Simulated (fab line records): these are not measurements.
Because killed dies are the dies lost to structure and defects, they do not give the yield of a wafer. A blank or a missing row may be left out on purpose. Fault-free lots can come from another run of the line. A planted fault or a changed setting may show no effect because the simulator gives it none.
Comparing a struck lot with a sound one :: flow n5 finfet :: 24 out of 1938 route steps
Sound: wafers L714.2, L714.3, L714.4. The struck wafers were L713.2, L713.4, L713.6. At the end, the cause is stated.
Order at every step that has rows: each side's tool, ch and its chambers, its first start. Under that, the readings that differ: sound wafers :: struck wafers :: difference of the means :: sigmas: that difference in standard deviations of wafers without a fault.
alike: words and numbers the same on both sides, and readings whose means are apart by under 2 such deviations; not compared: readings that were withheld, readings missing a value for some wafer, numbers with overlapping values and no deviation given by the record, and bounds like >300 which may hide the same value.
A row with sigmas, a row that says differs or no value, or rows on one side alone: a step with any of these is where the two part. When numbers do not overlap yet have no deviation, they are printed without sigmas and do not part them. A reading that every wafer of one side lacks parts them only if that side has two wafers or more.

first, 11 steps without rows for these wafers: N5_BEOL_M7_ETCH_62 (etches SOC in N2/H2, target depth 110 nm, overetch 22 nm, time 165 s); N5_BEOL_M7_STRIP_68 (strips in N2/H2); N5_BEOL_M7_STRIP_67 (strips in CF4); N5_BEOL_M7_HM_OPEN_17 (chemistry Cl2/BCl3, target TiN, target depth 20 nm, overetch 6 nm); N5_BEOL_M7_STRIP_19 (strips in O2); N5_BEOL_M7_COAT_63 (time 60 s, resist thk 60 nm); N5_BEOL_M7_COAT_64 (time 60 s, resist thk 12 nm); N5_BEOL_M7_COAT_71 (time 60 s, resist thk 5 nm); N5_BEOL_M7_COAT_22 (resist thk 30 nm); N5_BEOL_M7_EBR_24; N5_BEOL_M7_SOFTBAKE_23 (time 60 s).
N5_BEOL_M7_EXPOSE_25: exposes mask V6, target cd 40 nm.
  sound on euv scanner-01 ch 0, day 13 08:12; struck on euv scanner-02 ch 0, day 13 13:42
reading: exposure dose mJ cm2
sound: 42.48 42.52 42.53
struck: 43.67 43.59 43.71
difference: +1.15
sigmas: +29
  alike: mask
then, 2 steps without rows for these wafers: N5_BEOL_M7_PEB_26 (peb time 60 s); N5_BEOL_M7_DEVELOP_27 (develop time 30 s).
N5_BEOL_M7_CD_MEAS_28: target cd 40 nm.
  sound on cd sem-02 ch 0, day 13 08:20; struck on cd sem-03 ch 0, day 13 13:49
  alike: cd nm
N5_BEOL_M7_DESCUM_33: chemistry O2, time 7 s.
  sound on rie diel-02 ch 0,2, day 13 08:27; struck on rie diel-02 ch 0,3, day 13 14:14
reading: model.BEOL_M7.cd nm (nm)
sound: 40 40.2 40.2
struck: 40.6 40.6 40.4
difference: +0.4
sigmas: 
  alike: drypump motor current A, oes product au, rf vpp V, showerhead plenum p Torr, throttle valve pct
  not compared: rf hours counter h
then, 5 steps without rows for these wafers: N5_BEOL_M7_ETCH_72 (etches underlayer in N2/H2, target depth 6.5 nm, time 5.2 s); N5_BEOL_M7_ETCH_65 (etches SiARC in CF4, target depth 15.6 nm, time 26 s); N5_BEOL_M7_ETCH_66 (etches SOC in N2/H2, target depth 80 nm, overetch 16 nm, time 120 s); N5_BEOL_M7_STRIP_69 (strips in N2/H2); N5_BEOL_M7_STRIP_73 (strips in N2/H2).
N5_BEOL_M7_VIA_ETCH_34: etches SiCOH lowk in C4F6/O2, target depth 125.5 nm, time 50.5 s.
  sound on rie diel-02 ch 0,2, day 13 08:38; struck on rie diel-02 ch 0,3, day 13 14:25
  alike: O2_flow_sccm, drypump motor current A, mfc ar sccm, oes_o_777_au, oes product au, rf vpp V, showerhead plenum p Torr, throttle valve pct
  not compared: rf hours counter h, model.BEOL_M7.cd nm
then, 1 step without rows for these wafers: N5_BEOL_M7_STRIP_76 (strips in C4F6/O2).
-- here the record skips 3 days between the struck wafers' starts before and after, leaving off in module BEOL_M7 and picking up in module PASSIVATION (first step shown: number 1936 of the route) --
N5_PASSIVATION_PROBE_49:
  rows exist in the record for the struck wafers here (prober-02, day 16 17:59), but not for the sound ones

== WHERE THEY PART ==
Last at N5_PASSIVATION_PROBE_49 as far as this record goes, first at N5_BEOL_M7_EXPOSE_25.

WHY: the cause the simulator had injected
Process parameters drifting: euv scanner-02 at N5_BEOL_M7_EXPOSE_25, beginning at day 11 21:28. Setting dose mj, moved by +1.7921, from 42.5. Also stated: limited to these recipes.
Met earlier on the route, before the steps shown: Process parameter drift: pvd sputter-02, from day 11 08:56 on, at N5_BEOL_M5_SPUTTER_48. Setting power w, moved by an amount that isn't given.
